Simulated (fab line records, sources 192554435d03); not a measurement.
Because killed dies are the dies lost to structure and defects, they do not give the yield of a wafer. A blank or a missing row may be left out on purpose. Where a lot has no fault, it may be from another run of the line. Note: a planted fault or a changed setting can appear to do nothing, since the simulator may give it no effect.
fab line records	flow n5_finfet
[record] lots = 9	wafers = 27	last_day = 18
route steps=1938 shown FIN_SAQP@98 BEOL_M4@1111 PASSIVATION@1936
lots that met no fault: from a run of the same line without faults
start_h: start of the lot's first displayed wafer, in hours after the record's first day	wait_h: how many hours have passed since the lot's step before this one	" identical to the entry in the row above	L1.1+2: several wafers, shown together as one row	- no value present, or no start provided	* or withheld: withheld	< > ~ a bound
route shown NAME@n: NAME is a module with steps in the file, n the number in the route of the first one	usual: average and standard deviation across the fault-free wafers	same: alike in all rows	chamber/n: place in a boat	sites: each site's reading	_std_site: standard deviation of those values	_edge_site: the outer-site mean with the inner-site mean subtracted	radius_mm: how far each site lies from the wafer's centre	mask NAME#n: copy n	behind: the tool/chamber that last shaped the wafer	hold: why the lot was held/for how many hours/how that ended	device: which transistor (n, p or np) failed to switch	end of line: tests of these same wafers at the route's end	a step with no rows: only its recipe	killed: the dies lost at the first sort to structure and to defects; this is not the yield of the wafer	map: per-die view of a wafer (x killed, . not killed, _ where there is no die)
set.NAME: the setting that was run; set.NAME@STEP: the one run at that earlier step	model.NAME: the simulator's own value behind a step, which no gauge read
steps of the route over a sample of lots; a table a step, a row a wafer
services: when a tool's chamber went out of use (start_h, in hours from the record's first day, below 0 if earlier), for how many hours, and the reason
[[steps]]
[step N5_FIN_SAQP_PECVD_47]
[recipe] material = a-Si	target_thk_a = 450	temp_c = 400	precursor = SiH4/He	pressure_torr = 3	rf_w = 100	time_s = 36.3
[usual] heater_power_w = 865/76	showerhead_plenum_p_Torr = 5.67/0.057	throttle_valve_pct = 17.8/0.53
lot.wafer	tool	chamber	start_h	wait_h	heater_power_w	showerhead_plenum_p_Torr	throttle_valve_pct
L219.2	pecvd-03	1	63.71	0.0	898	5.81	17.8
L219.5	"	1	"	"	892	5.80	17.7
L219.6	"	2	"	"	714	5.65	17.5
L220.1	pecvd-02	0	69.28	0.0	878	5.62	17.3
L220.5	"	1	"	"	836	5.59	17.3
L220.6	"	0	"	"	901	5.64	17.6
L222.1	pecvd-03	1	81.87	0.0	869	5.80	17.8
L222.3	"	2	"	"	732	5.66	17.5
L222.6	"	2	"	"	729	5.65	17.4
L225.1	pecvd-03	0	101.89	0.0	933	5.67	17.1
L225.4	"	2	"	"	654	5.66	17.1
L225.5	"	0	"	"	920	5.65	17.4
L231.2	pecvd-02	0	135.27	0.0	966	5.63	17.5
L231.4	"	0	"	"	966	5.64	17.8
L231.5	"	2	"	"	906	5.70	17.4
L232.2	pecvd-03	2	141.74	0.0	695	5.66	17.4
L232.4	"	0	"	"	822	5.66	17.3
L232.6	"	1	"	"	855	5.80	18.3
L233.1	pecvd-02	1	146.83	0.0	949	5.61	17.3
L233.4	"	0	"	"	926	5.66	17.7
L233.5	"	2	"	"	939	5.70	17.4
L234.2	pecvd-02	2	152.96	0.0	932	5.70	17.5
L234.4	"	2	"	"	874	5.70	18.0
L234.6	"	0	"	"	992	5.64	17.6
L235.4	pecvd-02	1	158.75	0.1	813	5.60	17.2
L235.5	"	2	"	"	930	5.71	17.5
L235.6	"	1	"	"	851	5.61	16.9
[step N5_FIN_SAQP_PEB_14]
[recipe] peb_temp_c = withheld	peb_time_s = 60	resist = CAR-ArF
lot.wafer	tool	chamber	start_h	wait_h
L219.2+5+6	litho_track-05	0	64.33	0.0
L220.1+5+6	litho_track-02	0	69.93	0.1
L222.1+3+6	litho_track-02	0	82.46	0.1
L225.1+4+5	litho_track-02	0	102.48	0.1
L231.2+4+5	litho_track-02	0	135.86	0.0
L232.2+4+6	litho_track-02	0	142.20	0.1
L233.1+4+5	litho_track-05	0	147.42	0.1
L234.2+4+6	litho_track-05	0	153.56	0.1
L235.4+5+6	litho_track-05	0	159.27	0.0
[step N5_FIN_SAQP_CD_MEAS_16]
[recipe] target_cd_nm = 35.6	landing_energy_ev = 500	detector = se_inlens
[usual] cd_nm = 35.59/0.3
lot.wafer	tool	chamber	start_h	wait_h	cd_nm
L219.2	cd_sem-02	0	64.39	-	35.44
L219.5	"	0	"	"	35.73
L219.6	"	0	"	"	36.10
L220.1	cd_sem-03	0	70.00	-	35.15
L220.5	"	0	"	"	35.43
L220.6	"	0	"	"	35.98
L222.1	cd_sem-03	0	82.53	-	35.37
L222.3	"	0	"	"	34.99
L222.6	"	0	"	"	35.59
L225.1	cd_sem-02	0	102.55	-	35.44
L225.4	"	0	"	"	36.16
L225.5	"	0	"	"	35.84
L231.2	cd_sem-02	0	135.93	-	36.22
L231.4	"	0	"	"	36.65
L231.5	"	0	"	"	36.70
L232.2	cd_sem-01	0	142.27	-	36.31
L232.4	"	0	"	"	36.61
L232.6	"	0	"	"	36.39
L233.1	cd_sem-03	0	147.48	-	35.74
L233.4	"	0	"	"	35.86
L233.5	"	0	"	"	35.75
L234.2	cd_sem-03	0	153.63	-	35.94
L234.4	"	0	"	"	35.45
L234.6	"	0	"	"	35.49
L235.4	cd_sem-02	0	159.34	-	35.35
L235.5	"	0	"	"	35.22
L235.6	"	0	"	"	35.74
[step N5_FIN_SAQP_ETCH_51]
[recipe] chemistry = CF4	target = SiARC	target_depth_a = 455	mask_material = CAR-ArF	time_s = 75.8	ion_energy_ev = 80	pressure_mtorr = 40	source_w = 545	bias_w = 36	Ar_flow_sccm = 100	cf4_flow_sccm = 100	ends = cleared
[usual] drypump_motor_current_A = 6.0/0.52	etch_rf_on_time_s = 75.7/1.9	oes_product_au = 0.66/0.072	rf_vpp_V = 184.2/1.3	showerhead_plenum_p_Torr = 2.16/0.08	throttle_valve_pct = 15.55/0.22
lot.wafer	tool	chamber	start_h	wait_h	drypump_motor_current_A	etch_rf_on_time_s	oes_product_au	rf_hours_counter_h	rf_vpp_V	showerhead_plenum_p_Torr	throttle_valve_pct
L219.2	rie_diel-05	3	64.82	0.0	6.2	73.0	0.64	197	183.2	2.05	15.55
L219.5	"	0	"	"	5.6	75.8	0.61	-	184.4	2.22	15.89
L219.6	"	1	"	"	6.5	76.3	0.63	-	184.1	2.13	15.24
L220.1	rie_diel-05	3	70.14	0.0	6.2	72.4	0.63	199	182.5	2.04	15.56
L220.5	"	2	"	"	5.6	76.4	0.63	-	184.9	2.23	15.76
L220.6	"	1	"	"	6.5	76.0	0.63	-	184.3	2.13	15.23
L222.1	rie_diel-02	2	82.66	0.0	5.6	74.4	0.74	47	185.5	2.16	15.44
L222.3	"	0	"	"	6.3	76.0	0.63	169	185.6	2.23	15.36
L222.6	"	0	"	"	6.2	76.5	0.62	-	184.2	2.23	15.35
L225.1	rie_diel-01	3	102.68	0.0	5.1	73.8	0.77	27	182.8	2.11	15.31
L225.4	"	1	"	"	6.1	73.0	0.74	66	186.3	2.26	15.48
L225.5	"	2	"	"	4.9	77.0	0.62	-	182.7	2.05	15.56
L231.2	rie_diel-05	1	136.06	0.0	6.5	76.3	0.62	188	184.7	2.12	15.27
L231.4	"	2	"	"	5.6	78.0	0.62	173	186.6	2.22	15.78
L231.5	"	2	"	"	5.6	77.8	0.61	-	185.7	2.22	15.78
L232.2	rie_diel-05	1	142.40	0.0	6.5	75.7	0.62	189	183.4	2.12	15.27
L232.4	"	2	"	"	5.5	77.3	0.62	174	186.1	2.22	15.77
L232.6	"	1	"	"	6.5	75.4	0.62	-	185.3	2.12	15.29
L233.1	rie_diel-05	3	147.62	0.0	6.3	71.2	0.63	223	182.2	2.04	15.61
L233.4	"	2	"	"	5.5	76.6	0.62	177	186.0	2.22	15.80
L233.5	"	1	"	"	6.5	75.3	0.62	-	184.4	2.12	15.29
L234.2	rie_diel-02	2	153.76	0.0	5.6	74.0	0.71	77	184.4	2.15	15.48
L234.4	"	3	"	"	6.0	72.9	0.80	25	185.7	2.29	15.65
L234.6	"	1	"	"	6.5	75.1	0.80	-	186.0	2.28	15.22
L235.4	rie_diel-05	3	159.46	0.0	6.2	71.2	0.63	226	183.6	2.04	15.61
L235.5	"	1	"	"	6.5	75.5	0.62	-	184.8	2.12	15.28
L235.6	"	2	"	"	5.5	77.1	0.62	-	184.9	2.22	15.80
[step N5_FIN_SAQP_STRIP_55]
[recipe] chemistry = N2/H2	power_w = 500	temp_c = 40	pressure_mtorr = 50	rf_frequency_hz = 6e+07	overash_fraction = 0.3	bias_power_w = 28	h2_frac = 0.5	n2_flow_sccm = 300	h2_flow_sccm = 300
[usual] drypump_motor_current_A = 5.9/0.56	h2_flow_sccm = 300.0/0.89	n2_flow_sccm = 300.1/0.89	oes_product_au = 0.78/0.083	rf_vpp_V = 122.1/1.6	showerhead_plenum_p_Torr = 3.37/0.13	throttle_valve_pct = 18.9/0.4
lot.wafer	tool	chamber	start_h	wait_h	drypump_motor_current_A	h2_flow_sccm	n2_flow_sccm	oes_product_au	rf_hours_counter_h	rf_vpp_V	showerhead_plenum_p_Torr	throttle_valve_pct
L219.2	rie_diel-05	2	65.17	0.1	5.5	301.5	299.7	0.75	153	121.9	3.49	19.3
L219.5	"	2	"	"	5.6	301.2	301.4	0.74	-	124.7	3.49	19.3
L219.6	"	1	"	"	6.5	299.6	301.1	0.73	-	123.9	3.36	18.4
L220.1	rie_diel-05	1	70.49	0.1	6.5	301.1	300.7	0.74	166	123.3	3.36	18.4
L220.5	"	0	"	"	5.7	301.0	301.3	0.70	-	123.0	3.44	19.1
L220.6	"	1	"	"	6.5	300.5	299.9	0.74	-	123.2	3.36	18.4
L222.1	rie_diel-02	0	83.01	0.1	6.3	299.9	300.8	0.73	169	123.7	3.48	18.5
L222.3	"	2	"	"	5.7	300.8	300.2	0.85	47	122.9	3.43	19.6
L222.6	"	1	"	"	6.5	300.0	300.0	0.68	-	118.4	3.18	19.0
L225.1	rie_diel-05	3	103.19	0.2	6.2	300.5	299.2	0.73	208	121.2	3.19	19.0
L225.4	"	2	"	"	5.5	300.4	299.6	0.73	164	122.0	3.49	19.3
L225.5	"	1	"	"	6.5	299.7	300.6	0.73	-	121.9	3.36	18.4
L231.2	rie_diel-01	2	136.41	0.1	4.9	301.3	300.8	0.72	176	121.8	3.22	19.0
L231.4	"	0	"	"	6.8	298.6	298.5	0.76	151	123.4	3.34	18.6
L231.5	"	3	"	"	5.1	300.3	299.7	0.87	-	120.6	3.29	18.4
L232.2	rie_diel-01	0	142.75	0.1	6.8	298.9	301.0	0.75	154	123.6	3.34	18.6
L232.4	"	1	"	"	6.1	300.7	299.9	0.84	80	123.5	3.54	19.3
L232.6	"	2	"	"	4.9	299.9	300.5	0.72	-	123.8	3.22	19.0
L233.1	rie_diel-01	2	147.98	0.1	4.9	299.7	301.4	0.72	181	116.4	3.22	19.0
L233.4	"	3	"	"	5.1	300.8	299.6	0.86	43	122.4	3.29	18.4
L233.5	"	2	"	"	4.9	300.3	301.6	0.71	-	120.7	3.22	19.0
L234.2	rie_diel-05	1	154.19	0.1	6.5	299.6	300.1	0.72	193	121.7	3.35	18.4
L234.4	"	3	"	"	6.2	299.4	299.5	0.73	225	121.2	3.18	19.0
L234.6	"	2	"	"	5.6	299.5	300.1	0.73	-	122.3	3.48	19.4
L235.4	rie_diel-01	3	159.81	0.1	5.1	301.1	302.2	0.85	47	121.8	3.29	18.4
L235.5	"	2	"	"	4.9	298.9	299.6	0.71	-	119.6	3.22	19.0
L235.6	"	3	"	"	5.1	300.1	298.2	0.86	-	121.5	3.29	18.4
[step N5_BEOL_M4_RC_MEAS_101]
[usual] DIBL_N = 36.3/1.8	DIBL_P = 36.5/2.1	IOFF_N = 0.16/0.031	IOFF_P = 0.22/0.038	ION_N = 677/12	ION_P = 466/7.8	SS_N = 71.5/0.61	SS_P = 73.2/0.7	VT_N = 249/3	VT_P = -248.9/3
lot.wafer	tool	chamber	start_h	wait_h	DIBL_N[mV/V]	DIBL_P[mV/V]	IOFF_N[nA/um]	IOFF_P[nA/um]	ION_N[uA/um]	ION_P[uA/um]	SS_N[mV/dec]	SS_P[mV/dec]	VT_N[mV]	VT_P[mV]
L219.2	prober-02	0	217.02	0.2	35.5	37.0	0.17	0.27	689	478	71.1	73.5	246	-243.1
L219.5	"	0	"	"	34.6	35.8	0.15	0.24	687	480	71.0	72.2	249	-246.4
L219.6	"	0	"	"	39.3	42.0	0.28	0.38	708	488	72.2	73.6	238	-240.6
L220.1	prober-02	0	226.11	0.0	36.3	36.3	0.14	0.18	665	455	71.3	73.1	252	-255.5
L220.5	"	0	"	"	34.8	34.0	0.12	0.15	664	455	71.0	72.9	256	-258.4
L220.6	"	0	"	"	38.2	39.1	0.18	0.22	693	465	70.9	74.1	249	-252.0
L222.1	prober-01	0	236.79	0.0	39.5	38.0	0.17	0.22	673	458	72.5	74.0	249	-249.8
L222.3	"	0	"	"	37.6	36.5	0.16	0.22	673	468	71.8	72.9	250	-250.6
L222.6	"	0	"	"	40.1	38.6	0.18	0.23	686	466	72.8	74.0	250	-247.5
L225.1	prober-01	0	263.90	0.0	37.1	35.6	0.15	0.21	672	465	72.3	73.7	253	-248.6
L225.4	"	0	"	"	38.7	37.7	0.19	0.25	687	471	72.5	73.8	250	-247.8
L225.5	"	0	"	"	38.9	38.3	0.18	0.27	679	467	72.9	73.5	250	-247.4
L231.2	prober-01	0	284.47	0.2	38.0	37.9	0.18	0.22	666	456	71.7	74.5	249	-250.5
L231.4	"	0	"	"	38.1	39.2	0.18	0.24	680	475	72.4	73.8	248	-251.5
L231.5	"	0	"	"	37.2	37.7	0.17	0.21	685	466	71.8	73.5	246	-250.0
L232.2	prober-02	0	300.58	0.2	33.1	33.0	0.12	0.19	661	466	70.7	71.9	255	-247.7
L232.4	"	0	"	"	34.5	34.4	0.14	0.21	685	470	70.8	73.4	251	-247.6
L232.6	"	0	"	"	35.5	35.7	0.16	0.23	669	469	70.9	72.7	248	-248.0
L233.1	prober-02	0	307.68	0.0	32.2	32.2	0.10	0.15	641	449	70.8	72.1	256	-254.0
L233.4	"	0	"	"	32.5	32.5	0.11	0.15	671	462	70.4	72.4	255	-252.8
L233.5	"	0	"	"	33.8	33.8	0.12	0.17	650	453	70.7	72.5	253	-252.0
L235.4	prober-01	0	313.39	0.5	34.1	35.5	0.14	0.20	680	469	71.8	72.6	250	-250.0
L235.5	"	0	"	"	34.1	34.8	0.14	0.19	661	457	71.4	72.4	249	-249.1
L235.6	"	0	"	"	38.3	40.8	0.23	0.31	698	477	71.7	73.5	245	-246.5
L234.2	prober-01	0	316.46	0.2	36.1	36.8	0.17	0.23	682	469	71.8	73.2	248	-249.1
L234.4	"	0	"	"	36.2	36.5	0.16	0.23	682	475	71.7	72.9	248	-246.7
L234.6	"	0	"	"	36.2	37.3	0.16	0.25	683	467	71.4	73.1	249	-244.5
[step N5_PASSIVATION_PROBE_49]
[usual] defect_limited_yield = 91.2/1.5	killed_at_M0_to_M3 = 33/9.6	killed_at_M4_up = 14/5.6	killed_at_contacts = 14/5.5	killed_at_front_end = 40/13	killed_at_other = 4/3	killed_dies = 104/17	killed_open = 68/13	killed_short = 33/7.2	sort_bin_4_leakage = 0.00/0.014	sort_bin_5_function = 5.2/0.95	sort_bin_6_memory = 3.3/0.62	sort_bin_8_speed = 0.00/0.012	sort_n_pass = 1076/17	sort_yield_pct = 91.2/1.5
[same] gross_dies = 1180	killed_at_back_side = 0
lot.wafer	tool	chamber	start_h	wait_h	defect_limited_yield[%]	killed_at_M0_to_M3	killed_at_M4_up	killed_at_contacts	killed_at_front_end	killed_at_other	killed_dies	killed_open	killed_short	sort_bin_4_leakage[%]	sort_bin_5_function[%]	sort_bin_6_memory[%]	sort_bin_8_speed[%]	sort_n_pass	sort_yield_pct[%]
L220.1	prober-02	-	331.90	0.0	91.5	41	18	7	34	0	100	68	30	0	5.2	3.1	0	1080	91.5
L220.5	prober-02	-	332.10	0.2	92.8	23	10	13	37	2	85	48	33	0	4.2	2.8	0	1095	92.8
L220.6	prober-02	-	332.15	0.3	89.8	54	21	8	35	2	120	73	44	0	5.9	3.6	0	1060	89.8
L222.1	prober-02	-	341.92	0.0	91.4	20	5	20	54	2	101	69	29	0	4.4	3.6	0	1079	91.4
L222.3	prober-02	-	342.02	0.1	89.7	29	12	17	58	5	121	81	32	0	5.9	3.8	0	1059	89.7
L222.6	prober-02	-	342.17	0.3	90.8	35	13	15	45	1	109	71	29	0	5.9	2.8	0	1071	90.8
L231.2	prober-01	-	400.12	0.1	90.2	39	17	15	43	2	116	78	36	0	6.0	3.7	0	1064	90.2
// killed by level:class
L220.1 BEOL_M2:geometric_particle:open=12 STI_FIN_REVEAL:geometric_particle:open=9 BEOL_M4:geometric_particle:open=8 FIN_SAQP:geometric_particle:short=7 BEOL_M1:geometric_particle:open=7 MOL_CONTACT_COAG:geometric_particle:open=6 BEOL_M0_SAQP:geometric_particle:short=6 ILD0:geometric_particle:short=5
L220.5 FIN_SAQP:geometric_particle:short=13 MOL_CONTACT_COAG:geometric_particle:open=12 BEOL_M0:geometric_particle:open=5 FIN_SAQP:geometric_particle:open=4 BEOL_M2:geometric_particle:short=4 STI_FIN_REVEAL:geometric_particle:open=4 ILD0:geometric_particle:short=4 BEOL_M0_SAQP:geometric_particle:short=4
L220.6 BEOL_M2:geometric_particle:open=14 BEOL_M0_SAQP:geometric_particle:short=13 BEOL_M0_SAQP:geometric_particle:open=10 FIN_SAQP:geometric_particle:short=9 BEOL_M3:geometric_particle:open=7 BEOL_M4:geometric_particle:open=7 BEOL_M2:geometric_particle:short=6 ILD0:geometric_particle:short=5
L222.1 MOL_CONTACT_COAG:geometric_particle:open=17 STI_FIN_REVEAL:geometric_particle:open=14 FIN_SAQP:geometric_particle:short=7 FIN_SAQP:geometric_particle:open=6 DUMMY_GATE:geometric_particle:open=6 GATE_CUT:geometric_particle:short=6 BEOL_M1:geometric_particle:open=6 BEOL_M0_SAQP:geometric_particle:open=5
L222.3 FIN_SAQP:geometric_particle:open=17 MOL_CONTACT_COAG:geometric_particle:open=13 BEOL_M1:geometric_particle:open=11 DUMMY_GATE:geometric_particle:open=8 STI_FIN_REVEAL:geometric_particle:open=6 DUMMY_GATE:geometric_particle:short=5 BEOL_M0_SAQP:geometric_particle:short=5 MOL_CONTACT_COAG:geometric_particle:short=4
L222.6 FIN_SAQP:geometric_particle:open=14 BEOL_M0_SAQP:geometric_particle:open=13 MOL_CONTACT_COAG:geometric_particle:open=11 BEOL_M1:geometric_particle:open=8 BEOL_M0_SAQP:geometric_particle:short=6 STARTING-WAFER:geometric_particle:open=5 FIN_SAQP:geometric_particle:short=4 BEOL_M1:geometric_particle:short=4
L231.2 MOL_CONTACT_COAG:geometric_particle:open=12 FIN_SAQP:geometric_particle:open=11 BEOL_M0_SAQP:geometric_particle:open=9 BEOL_M3:geometric_particle:open=9 BEOL_M0_SAQP:geometric_particle:short=8 BEOL_M4:geometric_particle:open=8 FIN_SAQP:geometric_particle:short=7 STI_FIN_REVEAL:geometric_particle:open=6
[[services]]
tool	chamber	start_h	hours	kind
pecvd-03	-	41.00	0.3	repair
rie_diel-02	0	44.15	1.3	repair
rie_diel-02	-	44.53	0.1	repair
rie_diel-02	1	54.43	23.6	repair
pecvd-02	2	60.07	19.6	repair
pecvd-03	-	77.16	0.7	repair
rie_diel-02	3	78.32	-	clean
rie_diel-02	3	78.32	-	consumable_replace:focus_ring
rie_diel-02	3	78.32	-	consumable_replace:showerhead
rie_diel-02	3	78.32	12.3	scheduled_down
rie_diel-02	3	78.32	12.3	vent_cycle
rie_diel-02	1	90.78	3.3	repair
rie_diel-02	1	94.14	-	clean
rie_diel-02	1	94.14	-	consumable_replace:focus_ring
rie_diel-02	1	94.14	-	consumable_replace:showerhead
rie_diel-02	1	94.14	24.2	scheduled_down
rie_diel-02	1	94.14	24.2	vent_cycle
pecvd-02	0	105.46	-	calibration
rie_diel-05	2	107.24	8.5	repair
pecvd-02	0	156.38	6.4	repair
[[key]]
[first_sign] step = N5_FIN_SAQP_CD_MEAS_16	reading = cd_nm	direction = up	sigmas = 3	usual = 35.59	struck = 36.48	through = control_loop
effect none on later readings
met_at N5_FIN_SAQP_PEB_14
struck_lots L231,L232
[loop_trim] step = N5_FIN_SAQP_EXPOSE_13	setting = dose	lots = L232
not_acting_at N5_FIN_SAQP_PECVD_47,N5_FIN_SAQP_ETCH_51,N5_FIN_SAQP_STRIP_55
onset_between 102.48 135.86
[fault] kind = process_parameter_drift	tool = litho_track-02	chamber = -	onset_h = 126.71	steps = N5_FIN_SAQP_PEB_14	channel = peb_temp_c	offset = withheld	shape = step	end_h = 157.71	acts_in = *
// loop_trim: a control loop set the setting to another value than it would have without faults
